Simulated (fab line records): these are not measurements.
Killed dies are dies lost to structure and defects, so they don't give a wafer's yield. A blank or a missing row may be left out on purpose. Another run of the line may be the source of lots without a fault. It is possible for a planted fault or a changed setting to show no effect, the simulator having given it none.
Which tool was responsible? -- flow n5-finfet -- 30 wafers from 10 lots sampled at 7 of the route's 1938 steps

## WHAT THE GAUGES READ, wafer by wafer
N5_BEOL_M4_INSPECT_59: inspects for defects (darkfield).
lot,measured,on,raw-defect-count
L789,day 8 02:44,defect-inspect-01,52 33 73
L790,day 8 07:21,defect-inspect-01,57 70 82
L795,day 10 03:47,defect-inspect-02,127 97 85
L797,day 11 02:28,defect-inspect-01,52 118 92
L798,day 11 21:06,defect-inspect-01,112 110 128
L804,day 13 14:56,defect-inspect-02,507 479 481
L807,day 13 20:11,defect-inspect-01,78 55 78
L810,day 14 01:35,defect-inspect-01,50 50 60
L806,day 14 06:41,defect-inspect-02,454 481 441
L811,day 14 14:22,defect-inspect-02,58 55 75

N5_BEOL_M4_RC_MEAS_101.
lot,measured,on,DIBL_N (mV/V),DIBL_P (mV/V),IOFF_N (nA/um),IOFF_P (nA/um),ION_N (uA/um),ION_P (uA/um),SS_N (mV/dec),SS_P (mV/dec),VT_N (mV),VT_P (mV)
L789,day 8 03:04,prober-01,35.5 35.7 34.9,35.7 35.9 34.7,0.15 0.15 0.13,0.20 0.21 0.19,662 661 655,458 459 450,71.6 71.4 71.9,73.3 72.8 72.6,250 254 251,-251 -251 -251
L790,day 8 07:41,prober-02,32.6 32.3 32.3,31.7 31.6 31.5,0.10 0.10 0.10,0.15 0.15 0.15,651 653 664,456 453 456,70.0 69.8 70.1,72.0 71.8 72.1,259 256 257,-256 -253 -254
L795,day 10 03:58,prober-02,31.6 33.2 33.5,31.6 33.4 34.0,0.11 0.13 0.14,0.16 0.18 0.20,650 660 668,451 457 458,71.4 70.7 71.6,72.7 72.2 73.1,258 252 251,-253 -251 -248
L797,day 11 02:29,prober-02,36.2 40.1 39.7,34.9 40.8 37.9,0.14 0.23 0.20,0.16 0.26 0.21,668 681 677,452 462 453,71.8 72.4 73.6,73.0 73.9 73.3,253 245 252,-257 -251 -252
L798,day 11 21:26,prober-02,38.4 37.1 35.5,39.9 37.6 36.4,0.19 0.17 0.14,0.26 0.24 0.20,689 673 669,467 465 459,71.9 71.4 70.8,74.1 73.6 73.8,247 251 251,-250 -246 -249
L804,day 13 14:58,prober-02,36.1 36.9 36.7,37.3 37.7 38.0,0.15 0.16 0.16,0.22 0.22 0.22,661 669 684,462 469 474,71.3 70.7 72.0,73.1 72.8 73.5,249 249 249,-248 -245 -248
L807,day 13 20:22,prober-02,36.9 34.1 39.1,37.5 33.3 39.4,0.17 0.12 0.21,0.21 0.14 0.23,678 659 682,459 448 458,71.0 70.7 72.3,73.6 72.5 73.4,248 255 246,-251 -256 -251
L810,day 14 01:46,prober-02,36.8 33.8 34.3,36.2 32.4 33.0,0.16 0.12 0.13,0.20 0.15 0.16,676 666 672,458 460 459,71.6 70.9 70.7,74.0 72.0 72.4,251 255 253,-249 -256 -252
L806,day 14 07:01,prober-02,37.0 34.8 38.7,38.8 34.8 38.5,0.20 0.15 0.24,0.25 0.19 0.24,682 666 676,462 454 458,71.8 71.2 72.4,74.3 74.1 74.0,247 249 244,-248 -252 -249
L811,day 14 14:23,prober-01,36.8 37.2 36.1,37.1 37.9 36.1,0.19 0.20 0.18,0.22 0.24 0.21,680 679 684,459 459 462,71.8 72.0 72.0,73.0 73.4 72.6,248 246 245,-249 -248 -251

N5_BEOL_M5_INSPECT_13: inspects for defects (brightfield).
lot,measured,on,raw-defect-count
L789,day 8 07:08,defect-inspect-01,283 323 277
L790,day 8 12:13,defect-inspect-02,480 490 357
L795,day 10 07:14,defect-inspect-02,414 451 533
L797,day 11 05:46,defect-inspect-02,264 353 306
L798,day 12 02:02,defect-inspect-01,703 396 593
L804,day 13 17:20,defect-inspect-01,849 969 708
L807,day 14 01:16,defect-inspect-01,516 448 393
L810,day 14 05:13,defect-inspect-01,497 530 588
L806,day 14 08:59,defect-inspect-02,682 861 717
L811,day 14 19:01,defect-inspect-01,371 484 526

## WHAT TOOL EACH LOT RAN ON (gives the tool, then ch and the chambers of the sampled wafers, and finally the start)
lot,N5_BEOL_M4_ANNEAL_93,N5_BEOL_M4_SPUTTER_96,N5_BEOL_M4_ANNEAL_51,N5_BEOL_M4_PRE_CLEAN_56
L789,"pvd-sputter-03, day 8 01:17","pvd-sputter-03, day 8 01:39","rtp-anneal-01 ch 0, day 8 01:56","pecvd-04 ch 0,2, day 8 02:37"
L790,"pvd-sputter-01, day 8 05:52","pvd-sputter-01, day 8 06:13","rtp-anneal-01 ch 0, day 8 06:30","pecvd-01 ch 1,2, day 8 07:14"
L795,"pvd-sputter-03, day 10 02:20","pvd-sputter-03, day 10 02:41","rtp-anneal-02 ch 0, day 10 02:56","pecvd-01 ch 0, day 10 03:38"
L797,"pvd-sputter-03, day 11 01:02","pvd-sputter-03, day 11 01:23","rtp-anneal-02 ch 0, day 11 01:35","pecvd-01 ch 0,1,2, day 11 02:20"
L798,"pvd-sputter-01, day 11 19:39","pvd-sputter-01, day 11 20:01","rtp-anneal-02 ch 0, day 11 20:17","pecvd-02 ch 0,1, day 11 20:59"
L804,"pvd-sputter-02, day 13 13:28","pvd-sputter-02, day 13 13:51","rtp-anneal-01 ch 0, day 13 14:03","pecvd-01 ch 0,1, day 13 14:49"
L807,"pvd-sputter-03, day 13 18:45","pvd-sputter-03, day 13 19:07","rtp-anneal-02 ch 0, day 13 19:21","pecvd-04 ch 1,2, day 13 20:04"
L810,"pvd-sputter-03, day 14 00:09","pvd-sputter-03, day 14 00:31","rtp-anneal-01 ch 0, day 14 00:45","pecvd-04 ch 1,2, day 14 01:28"
L806,"pvd-sputter-03, day 14 05:15","pvd-sputter-03, day 14 05:37","rtp-anneal-02 ch 0, day 14 05:54","pecvd-01 ch 0,1,2, day 14 06:34"
L811,"pvd-sputter-03, day 14 12:40","pvd-sputter-03, day 14 13:01","rtp-anneal-02 ch 0, day 14 13:29","pecvd-02 ch 0,1, day 14 14:14"
- N5_BEOL_M4_ANNEAL_93: time 240 s.
- N5_BEOL_M4_SPUTTER_96: material Cu, target thk 4.5 nm, time 8.29 s.
- N5_BEOL_M4_ANNEAL_51: time 90 s.
- N5_BEOL_M4_PRE_CLEAN_56: time 15 s.

## AS READ BY THE TOOLS THEMSELVES (means over the sampled wafers that have a number; for cases with no such wafer, the mark the record gives instead)
N5_BEOL_M4_ANNEAL_93.
lot,tool,heater-power-w (W)
L789,pvd-sputter-03,784
L790,pvd-sputter-01,865
L795,pvd-sputter-03,810
L797,pvd-sputter-03,821
L798,pvd-sputter-01,868
L804,pvd-sputter-02,867
L807,pvd-sputter-03,789
L810,pvd-sputter-03,847
L806,pvd-sputter-03,858
L811,pvd-sputter-03,828

N5_BEOL_M4_SPUTTER_96.
lot,tool,substrate-temp-c (C),throttle-valve-pct (%)
L789,pvd-sputter-03,-20.02,29.0
L790,pvd-sputter-01,-19.98,30.7
L795,pvd-sputter-03,-19.94,30.1
L797,pvd-sputter-03,-19.99,30.5
L798,pvd-sputter-01,-20.00,30.4
L804,pvd-sputter-02,-20.00,30.5
L807,pvd-sputter-03,-19.91,30.7
L810,pvd-sputter-03,-19.86,30.5
L806,pvd-sputter-03,-20.02,30.0
L811,pvd-sputter-03,-20.06,30.0

N5_BEOL_M4_ANNEAL_51.
lot,tool,wafer_temp_C_max
L789,rtp-anneal-01,225.62
L790,rtp-anneal-01,225.76
L795,rtp-anneal-02,225.96
L797,rtp-anneal-02,225.77
L798,rtp-anneal-02,225.90
L804,rtp-anneal-01,225.63
L807,rtp-anneal-02,225.74
L810,rtp-anneal-01,225.94
L806,rtp-anneal-02,225.75
L811,rtp-anneal-02,225.73

## THE ANSWER, worked out from the rows above alone
Rule: the usual values come from the lots themselves. Put in order of their means at a reading, lots are off if they are a third of the lots or fewer, leave a main group of 4 or more, and stand apart from it by a gap of 3 or more times the standard deviation of the main group's means; of several such gaps the widest counts. If all means in a main group match to the digits the tables above print for the reading, that group is not used. Also off: a lot with no number at a reading for which 4 or more lots have one. The other lots that the step has rows for count as sound. Order of review: gauges by route order, followed by the tools' own readings, for which a lot's mean as printed above is used. At the first step where some lot is off, the reading lying furthest off is the one used; lots without a number count as furthest.
Off: L804, L806 (N5_BEOL_M4_INSPECT_59, raw-defect-count). For the main group the mean is 77 and the standard deviation 22.
If a tool, at a process step before that reading, ran all the lots that are off and no sound lot after the first of them, it fits. The gauges at N5_BEOL_M4_INSPECT_59 are tried like those tools. One fits: pecvd-01 at N5_BEOL_M4_PRE_CLEAN_56. A fault onset in the window from L797 (day 11 02:20, its last sound lot) to L804 (day 13 14:49, its first lot off) fits.

## WHAT THE SIMULATOR HAD PUT IN
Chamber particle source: pecvd-01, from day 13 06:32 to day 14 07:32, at N5_BEOL_M4_PRE_CLEAN_56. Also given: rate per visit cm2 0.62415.
Lots struck among those shown: L804, L806. The rule above reached the same finding.
